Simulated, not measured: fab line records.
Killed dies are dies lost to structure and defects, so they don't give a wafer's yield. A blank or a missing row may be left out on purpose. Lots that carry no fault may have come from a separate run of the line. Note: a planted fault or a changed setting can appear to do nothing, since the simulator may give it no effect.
The tool behind it: which one?	flow n5_finfet	9 lots, 27 wafers sampled, at 7 steps of a route of 1938

## WHAT THE GAUGES SHOWED, per wafer
N5_SD_EPI_P_EPI_MEAS_23. Usual: 60.9 nm for thk_nm, sd 1.3.
lot	measured	on	thk_nm (nm)	flag
L719	day 3 11:38	film_metro-02	63.9 60.4 59.8	
L726	day 5 03:52	film_metro-02	62.2 60.7 59.0	
L727	day 5 10:20	film_metro-02	59.5 58.9 60.5	
L728	day 5 16:55	film_metro-01	60.5 59.0 60.0	
L732	day 6 17:02	film_metro-02	61.3 63.4 60.0	
L734	day 7 06:10	film_metro-02	60.9 61.6 61.4	
L739	day 8 09:28	film_metro-01	62.0 61.2 63.4	
L741	day 9 01:02	film_metro-01	61.2 60.8 59.4	
L742	day 9 03:01	film_metro-01	62.8 61.7 61.8	

N5_SDB_CD_MEAS_11 targets a cd of 50 nm. Usual: 49.8 nm for cd_nm, sd 1.
lot	measured	on	cd_nm (nm)	flag
L719	day 3 19:13	cd_sem-03	51.2 50.3 50.0	
L726	day 5 12:11	cd_sem-02	49.5 51.1 49.5	
L727	day 5 18:37	cd_sem-02	49.7 49.5 49.5	
L728	day 6 00:58	cd_sem-02	50.8 49.8 49.5	
L732	day 7 01:02	cd_sem-01	51.7 50.4 50.1	
L734	day 7 14:18	cd_sem-01	51.7 51.0 49.2	
L739	day 8 17:26	cd_sem-01	49.4 49.9 50.5	
L741	day 9 08:52	cd_sem-02	50.7 49.4 49.2	
L742	day 9 11:05	cd_sem-02	48.2 47.6 48.1	

N5_SDB_INSPECT_36: inspects for defects (darkfield). Usual: 41 for raw_defect_count, sd 15.
lot	measured	on	raw_defect_count	flag
L719	day 3 23:44	defect_inspect-01	35 48 31	
L726	day 5 16:08	defect_inspect-01	325 60 44	OFF
L727	day 5 22:41	defect_inspect-02	333 18 342	OFF
L728	day 6 06:20	defect_inspect-01	29 28 36	
L732	day 7 05:07	defect_inspect-02	347 40 48	OFF
L734	day 7 18:16	defect_inspect-02	46 34 37	
L739	day 8 22:28	defect_inspect-01	38 24 27	
L741	day 9 13:35	defect_inspect-02	29 51 37	
L742	day 9 15:23	defect_inspect-01	30 69 32	

N5_DUMMY_REMOVAL_INSPECT_06: inspects for defects (brightfield). Usual: 12 for raw_defect_count, sd 5.2.
lot	measured	on	raw_defect_count	flag
L719	day 3 23:58	defect_inspect-01	12 10 14	
L726	day 5 16:22	defect_inspect-01	310 12 11	OFF
L727	day 5 22:55	defect_inspect-02	308 11 312	OFF
L728	day 6 06:34	defect_inspect-01	10 6 13	
L732	day 7 05:21	defect_inspect-02	302 6 8	OFF
L734	day 7 18:30	defect_inspect-02	13 15 10	
L739	day 8 22:42	defect_inspect-01	16 7 14	
L741	day 9 13:49	defect_inspect-02	11 13 10	
L742	day 9 15:37	defect_inspect-02	24 16 12	

N5_BEOL_M4_RC_MEAS_101. Usual: DIBL_N 35.9 mV/V, standard deviation 1.9; DIBL_P 35.8 mV/V, standard deviation 2.4; IOFF_N 0.15 nA/um, standard deviation 0.031; IOFF_P 0.21 nA/um, standard deviation 0.037; ION_N 672 uA/um, standard deviation 13; ION_P 462 uA/um, standard deviation 8.3; SS_N 71.5 mV/dec, standard deviation 0.72; SS_P 73.2 mV/dec, standard deviation 0.67; VT_N 250 mV, standard deviation 3.4; VT_P -250 mV, standard deviation 3.4.
lot	measured	on	DIBL_N (mV/V)	DIBL_P (mV/V)	IOFF_N (nA/um)	IOFF_P (nA/um)	ION_N (uA/um)	ION_P (uA/um)	SS_N (mV/dec)	SS_P (mV/dec)	VT_N (mV)	VT_P (mV)	flag
L719	day 7 22:57	prober-02	37.0 36.5 36.5	37.6 35.3 36.1	0.15 0.13 0.13	0.22 0.18 0.19	676 657 660	466 450 457	71.2 71.2 71.4	73.8 73.2 72.7	250 253 252	-250 -253 -251	
L726	day 9 11:01	prober-02	35.9 33.1 36.3	36.7 32.7 36.9	0.16 0.11 0.17	0.22 0.16 0.22	684 657 678	462 456 460	70.7 70.2 71.2	73.4 71.7 73.2	248 252 247	-252 -254 -248	
L727	day 9 13:34	prober-02	36.2 39.5 36.9	38.6 41.0 38.6	0.18 0.23 0.18	0.23 0.26 0.21	695 689 679	470 451 456	72.5 73.2 72.7	73.3 75.1 74.0	245 245 248	-250 -253 -254	
L728	day 10 04:37	prober-02	37.3 40.0 34.2	35.6 39.7 33.6	0.15 0.20 0.11	0.20 0.27 0.18	661 683 652	455 464 455	72.2 73.4 71.5	73.8 73.9 72.0	252 248 255	-250 -249 -252	
L732	day 11 05:10	prober-01	36.8 35.0 34.6	38.0 35.3 36.1	0.17 0.14 0.14	0.24 0.20 0.21	676 655 679	465 459 470	71.6 71.8 71.0	73.1 73.2 73.0	249 253 249	-245 -247 -246	
L734	day 11 16:10	prober-01	38.7 38.1 36.4	40.9 38.9 37.9	0.24 0.21 0.17	0.30 0.25 0.22	691 670 684	472 463 469	72.6 72.7 71.6	73.3 72.8 74.0	244 247 251	-245 -244 -247	
L739	day 13 07:49	prober-01	37.3 35.4 35.8	37.4 36.2 35.8	0.19 0.16 0.17	0.26 0.23 0.23	682 676 688	470 472 471	71.5 70.8 70.9	73.0 73.6 72.9	244 247 247	-246 -248 -248	
L741	day 13 22:01	prober-01	38.1 37.9 35.8	39.6 38.2 37.0	0.19 0.18 0.15	0.26 0.23 0.20	677 696 674	462 474 464	72.5 72.1 71.2	74.5 74.2 74.0	246 249 251	-246 -248 -251	
L742	day 14 01:53	prober-02	34.6 36.8 36.9	33.6 35.7 35.7	0.13 0.17 0.16	0.20 0.23 0.23	674 690 682	473 475 473	70.6 71.4 71.3	72.7 73.0 72.5	250 249 253	-251 -247 -247	

## WHICH TOOL RAN EACH LOT (tool, then ch and the chambers of the sampled wafers, then the start)
lot	N5_SDB_CUT_ETCH_26	N5_SDB_CMP_30
L719	rie_si-06 ch 0,1,2, day 3 20:08	cmp-03 ch 0,1,3, day 3 23:25
L726	rie_si-03 ch 0,1, day 5 12:54	cmp-03 ch 0,2,3, day 5 15:53
L727	rie_si-03 ch 2,3, day 5 19:19	cmp-03 ch 0,1, day 5 22:22
L728	rie_si-05 ch 0,1,2, day 6 03:05	cmp-04 ch 1,2, day 6 06:01
L732	rie_si-05 ch 0,1,3, day 7 01:52	cmp-03 ch 0,2,3, day 7 04:52
L734	rie_si-06 ch 1,2,3, day 7 15:02	cmp-04 ch 0,1,2, day 7 17:56
L739	rie_si-06 ch 1,3, day 8 19:13	cmp-01 ch 1,2, day 8 22:11
L741	rie_si-06 ch 1,3, day 9 09:50	cmp-03 ch 0,1,2, day 9 13:18
L742	rie_si-06 ch 0,3, day 9 12:09	cmp-01 ch 0,2,3, day 9 15:06
- N5_SDB_CUT_ETCH_26: etches Si in HBr/Cl2/O2, target depth 129.6 nm, bt time 20 s, time 51.8 s.
- N5_SDB_CMP_30: polishes, stops on poly-Si, t overpolish 1.54 s, target thk 30 nm.

## AS READ BY THE TOOLS THEMSELVES (means over the sampled wafers that have a number; for cases with no such wafer, the mark the record gives instead)
N5_SDB_CUT_ETCH_26. Usual: drypump_motor_current_A 5.5 A, standard deviation 0.37; oes_product_au 1.002 a.u., standard deviation 0.017; throttle_valve_pct 37.07 %, standard deviation 0.24.
lot	tool	drypump_motor_current_A (A)	oes_product_au (a.u.)	throttle_valve_pct (%)	flag
L719	rie_si-06	5.2	0.992	37.16	
L726	rie_si-03	5.4	1.007	37.03	
L727	rie_si-03	5.3	1.012	37.01	
L728	rie_si-05	5.7	0.994	37.09	
L732	rie_si-05	5.5	1.010	37.20	
L734	rie_si-06	5.4	0.989	36.95	
L739	rie_si-06	5.5	1.004	36.86	
L741	rie_si-06	5.7	0.998	36.78	
L742	rie_si-06	5.5	1.003	37.12	

N5_SDB_CMP_30. Usual: motor_current_A 12.7 A, standard deviation 0.92; overpolish_run_s 1.539 s, standard deviation 0.009; time_to_endpoint_s 17.0 s, standard deviation 2.2.
lot	tool	motor_current_A (A)	overpolish_run_s (s)	time_to_endpoint_s (s)	flag
L719	cmp-03	12.8	1.529	18.5	
L726	cmp-03	13.0	1.533	15.7	
L727	cmp-03	12.2	1.533	16.3	
L728	cmp-04	13.3	1.538	16.8	
L732	cmp-03	12.6	1.553	18.2	
L734	cmp-04	12.3	1.543	16.3	
L739	cmp-01	13.5	1.548	16.5	
L741	cmp-03	12.5	1.532	15.0	
L742	cmp-01	12.6	1.548	16.4	

## THE ANSWER, worked out from the rows above alone
Rule: a lot counts as off when the mean over its wafers that have a number is more than 3 standard deviations away from the usual mean. Also off: a lot with no number at a reading for which 4 or more lots have one. All remaining lots with rows at the step are treated as sound. After the gauges, taken in route order, come the tools' own readings; for these a lot's mean is taken, as printed above. At the first step where some lot is off, the reading lying furthest off is the one used; lots without a number count as furthest.
Off: L726, L727, L732 (N5_SDB_INSPECT_36, raw_defect_count).
If a tool, at a process step before that reading, ran all the lots that are off and no sound lot after the first of them, it fits. Gauges at N5_SDB_INSPECT_36: tried the same way as those tools. Of those tried, none fits.

## WHAT HAD BEEN PUT IN BY THE SIMULATOR
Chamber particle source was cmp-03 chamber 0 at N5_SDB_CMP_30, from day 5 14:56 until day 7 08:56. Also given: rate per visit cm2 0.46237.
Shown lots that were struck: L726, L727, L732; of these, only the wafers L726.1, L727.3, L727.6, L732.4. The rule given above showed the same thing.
